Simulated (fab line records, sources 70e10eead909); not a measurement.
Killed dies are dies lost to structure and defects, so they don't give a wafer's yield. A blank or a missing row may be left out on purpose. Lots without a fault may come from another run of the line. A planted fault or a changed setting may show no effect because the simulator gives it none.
Chamber matching | flow nand_harc | NHARC_P_M1_STRIP_19 on wet_bench-08: 7 sister chambers
The step strips in post etch residue remover, time 600 s. 12 wafers are shown with their chamber, then 5 later ones without.

WAFERS WITH THEIR CHAMBER
wafer  | chamber | run_length_s (s) | bath_heat_duty_pct (%)
L825.2 | 5       | 602.2            | 14.4
L825.6 | 2       | 602.9            | 14.0
L826.4 | 0       | 604.2            | 12.4
L826.5 | 3       | 602.4            | 11.7
L831.1 | 0       | 604.6            | 12.1
L831.2 | 7       | 605.1            | 13.1
L831.4 | 4       | 604.9            | 11.4
L844.1 | 5       | 602.2            | 13.9
L844.3 | 4       | 604.4            | 10.4
L844.4 | 1       | 602.9            | 12.0
L845.1 | 2       | 603.1            | 15.0
L845.3 | 1       | 603.5            | 9.9

WAFERS WITHOUT THEIR CHAMBER
wafer  | run_length_s (s) | bath_heat_duty_pct (%)
L846.1 | 602.5            | 11.4
L846.3 | 600.8            | 13.2
L847.3 | 602.8            | 11.8
L847.4 | 604.0            | 10.8
L847.6 | 602.1            | 14.0

WHICH CHAMBER EACH WENT THROUGH
wafer  | from the rows above          | in truth
L846.1 | 3                            | 3
L846.3 | can't be placed: 5 or 3      | 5
L847.3 | can't be placed: 3 or 1 or 2 | 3
L847.4 | can't be placed: 0 or 4 or 1 | 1
L847.6 | 5                            | 5
Placed correctly: 2 of 5. Can't be placed from these rows: 3 (the true chamber is among the candidates in 3). Placed wrongly: 0.
How it was worked out, from the rows above alone: a wafer's distance from a chamber is the root of the sum, over the readings, of the square of ((its reading less the chamber's mean) divided by the reading's scatter). The wafer belongs to the nearest chamber; if the next one is less than 2 further off, it can't be placed. A chamber's mean is the mean of its shown wafers. The scatter: the root of (the sum of the squares of (reading less its chamber's mean) over the shown wafers, divided by (wafers less chambers)).
